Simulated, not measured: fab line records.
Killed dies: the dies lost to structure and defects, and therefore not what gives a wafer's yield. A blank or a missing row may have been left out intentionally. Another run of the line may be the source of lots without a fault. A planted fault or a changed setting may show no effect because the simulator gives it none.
Matching of chambers + flow n5Finfet + rieDiel-05 running N5_BEOL_M4_ETCH_69: 4 sister chambers
The step etches SiARC in CF4, target depth 15.6 nm, time 26 s. 18 wafers are shown with their chamber, then 9 later ones without.

## EACH WAFER AND ITS CHAMBER
| wafer  | chamber | showerheadPlenumPTorr (Torr) | oesProductAu (a.u.) | throttleValvePct (%) |
|--------|---------|------------------------------|---------------------|----------------------|
| L075.2 | 3       | 2.27                         | 0.82                | 15.32                |
| L075.4 | 2       | 2.27                         | 0.72                | 15.55                |
| L075.6 | 0       | 2.22                         | 0.64                | 15.55                |
| L078.1 | 3       | 2.27                         | 0.80                | 15.33                |
| L078.4 | 2       | 2.26                         | 0.71                | 15.56                |
| L078.6 | 3       | 2.27                         | 0.80                | 15.33                |
| L082.1 | 0       | 2.22                         | 0.63                | 15.58                |
| L082.3 | 3       | 2.27                         | 0.78                | 15.35                |
| L082.5 | 3       | 2.27                         | 0.78                | 15.36                |
| L083.1 | 3       | 2.27                         | 0.77                | 15.37                |
| L083.2 | 1       | 2.20                         | 0.85                | 15.42                |
| L083.5 | 2       | 2.26                         | 0.70                | 15.60                |
| L089.1 | 2       | 2.25                         | 0.69                | 15.60                |
| L089.2 | 1       | 2.20                         | 0.82                | 15.45                |
| L089.5 | 0       | 2.21                         | 0.63                | 15.61                |
| L092.1 | 2       | 2.25                         | 0.69                | 15.65                |
| L092.2 | 3       | 2.26                         | 0.75                | 15.40                |
| L092.3 | 0       | 2.21                         | 0.63                | 15.63                |

SIGNATURES (averages over the wafers above)
| reading               | chamber 0 | chamber 1 | chamber 2 | chamber 3 | scatter within a chamber |
|-----------------------|-----------|-----------|-----------|-----------|--------------------------|
| showerheadPlenumPTorr | 2.2150    | 2.2000    | 2.2580    | 2.2686    | 0.00577                  |
| oesProductAu          | 0.6325    | 0.8350    | 0.7020    | 0.7857    | 0.0177                   |
| throttleValvePct      | 15.5925   | 15.4350   | 15.5920   | 15.3514   | 0.0328                   |
Rule: a wafer lies at a distance from a chamber equal to the root of the sum of squares, over the readings, of (its reading less the chamber's mean, divided by the reading's scatter). If the next closest chamber is less than 2 further off than the closest, the wafer can't be placed; otherwise it belongs to the closest. The scatter: take each reading less its chamber's mean, square it, sum over the shown wafers, divide by the number of wafers less the number of chambers, and take the root.

## WAFERS WHOSE CHAMBER IS MISSING
| wafer  | showerheadPlenumPTorr (Torr) | oesProductAu (a.u.) | throttleValvePct (%) |
|--------|------------------------------|---------------------|----------------------|
| L094.2 | 2.19                         | 0.80                | 15.47                |
| L094.3 | 2.21                         | 0.62                | 15.64                |
| L094.5 | 2.25                         | 0.69                | 15.62                |
| L095.1 | 2.25                         | 0.67                | 15.64                |
| L095.3 | 2.21                         | 0.61                | 15.63                |
| L095.6 | 2.21                         | 0.61                | 15.64                |
| L096.2 | 2.26                         | 0.72                | 15.41                |
| L096.3 | 2.25                         | 0.69                | 15.64                |
| L096.6 | 2.21                         | 0.62                | 15.63                |

## EACH ONE'S CHAMBER
| wafer  | from the rows above     | in truth |
|--------|-------------------------|----------|
| L094.2 | 1                       | 1        |
| L094.3 | 0                       | 0        |
| L094.5 | 2                       | 2        |
| L095.1 | 2                       | 2        |
| L095.3 | 0                       | 0        |
| L095.6 | 0                       | 0        |
| L096.2 | can't be placed: 3 or 2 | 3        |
| L096.3 | 2                       | 2        |
| L096.6 | 0                       | 0        |
Placed correctly: 8 of 9. Unplaceable from these rows: 1, with the true chamber sitting among the candidates in 1. Number placed wrongly: 0.
